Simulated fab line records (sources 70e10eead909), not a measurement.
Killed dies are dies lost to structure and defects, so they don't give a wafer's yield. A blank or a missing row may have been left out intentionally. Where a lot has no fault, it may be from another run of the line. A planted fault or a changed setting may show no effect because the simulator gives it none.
The tool behind it: which one? / flow nand_harc / 18 wafers from 6 lots sampled at 5 of the route's 1302 steps

## WHAT EACH GAUGE READ, for each wafer
NHARC_END_SORT_01.
lot=L197; measured=day 26 01:19; on=prober-02; killed_at_array=83 75 88

## WHICH TOOL RAN EACH LOT (tool, then ch and the chambers of the sampled wafers, then the start)
lot=L194; NHARC_A_CONTACT_DEP_29=pecvd-02 ch 1,2, day 21 22:47; NHARC_A_CONTACT_ETCH_51=rie_diel-04 ch 0,1, day 22 00:26; NHARC_A_CONTACT_ETCH_116=har_cap_etch-02 ch 0,1, day 22 02:24; NHARC_A_CONTACT_ETCH_118=har_cap_etch-02 ch 0,1, day 22 02:45
lot=L197; NHARC_A_CONTACT_DEP_29=pecvd-01 ch 1,2, day 23 00:19; NHARC_A_CONTACT_ETCH_51=rie_diel-11 ch 1,2, day 23 01:50; NHARC_A_CONTACT_ETCH_116=har_cap_etch-03 ch 0,1, day 23 03:59; NHARC_A_CONTACT_ETCH_118=har_cap_etch-03 ch 0,1, day 23 04:19
lot=L199; NHARC_A_CONTACT_DEP_29=pecvd-01 ch 1,2, day 24 16:09; NHARC_A_CONTACT_ETCH_51=rie_diel-07 ch 1,3, day 24 18:06; NHARC_A_CONTACT_ETCH_116=har_cap_etch-02 ch 0,1, day 24 20:10; NHARC_A_CONTACT_ETCH_118=har_cap_etch-02 ch 0,1, day 24 20:30
lot=L202; NHARC_A_CONTACT_DEP_29=pecvd-01 ch 0,1,2, day 25 21:13; NHARC_A_CONTACT_ETCH_51=rie_diel-07 ch 0,1,2, day 25 22:44; NHARC_A_CONTACT_ETCH_116=har_cap_etch-01 ch 0,1, day 26 00:50; NHARC_A_CONTACT_ETCH_118=har_cap_etch-01 ch 0,1, day 26 01:10
lot=L210; NHARC_A_CONTACT_DEP_29=pecvd-02 ch 0,1,2, day 28 19:55; NHARC_A_CONTACT_ETCH_51=rie_diel-07 ch 0,2,3, day 28 21:45; NHARC_A_CONTACT_ETCH_116=har_cap_etch-03 ch 0,1, day 28 23:33; NHARC_A_CONTACT_ETCH_118=har_cap_etch-03 ch 0,1, day 28 23:53
lot=L215; NHARC_A_CONTACT_DEP_29=pecvd-01 ch 0,1,2, day 31 00:57; NHARC_A_CONTACT_ETCH_51=rie_diel-11 ch 1,2, day 31 02:22; NHARC_A_CONTACT_ETCH_116=har_cap_etch-01 ch 0,1, day 31 04:28; NHARC_A_CONTACT_ETCH_118=har_cap_etch-01 ch 0,1, day 31 04:48
- NHARC_A_CONTACT_DEP_29: deposits SiON, target thk 100 nm.
- NHARC_A_CONTACT_ETCH_51: etches the open film in O2/COS, target depth 7000 nm, time 1820 s.
- NHARC_A_CONTACT_ETCH_116: etches the open film in C4F8/O2/Ar, time 190 s, target depth 1850 nm.
- NHARC_A_CONTACT_ETCH_118: etches the open film in C4F8/O2/Ar, time 190 s, target depth 1850 nm.

## THE ANSWER, worked out from the rows above alone
Rule: what is usual is taken from the lots themselves. Put in order of their means at a reading, lots are off if they are a third of the lots or fewer, leave a main group of 4 or more, and stand apart from it by a gap of 3 or more times the standard deviation of the main group's means; of several such gaps the widest counts. A main group is skipped when, at the precision printed for the reading in the tables above, its means are all equal. Also off: a lot with no number at a reading for which 4 or more lots have one. Any other lot the step has rows for is counted as sound.
No lot is off at any reading shown: from this, nothing can be told.

## WHAT THE SIMULATOR HAD INSERTED
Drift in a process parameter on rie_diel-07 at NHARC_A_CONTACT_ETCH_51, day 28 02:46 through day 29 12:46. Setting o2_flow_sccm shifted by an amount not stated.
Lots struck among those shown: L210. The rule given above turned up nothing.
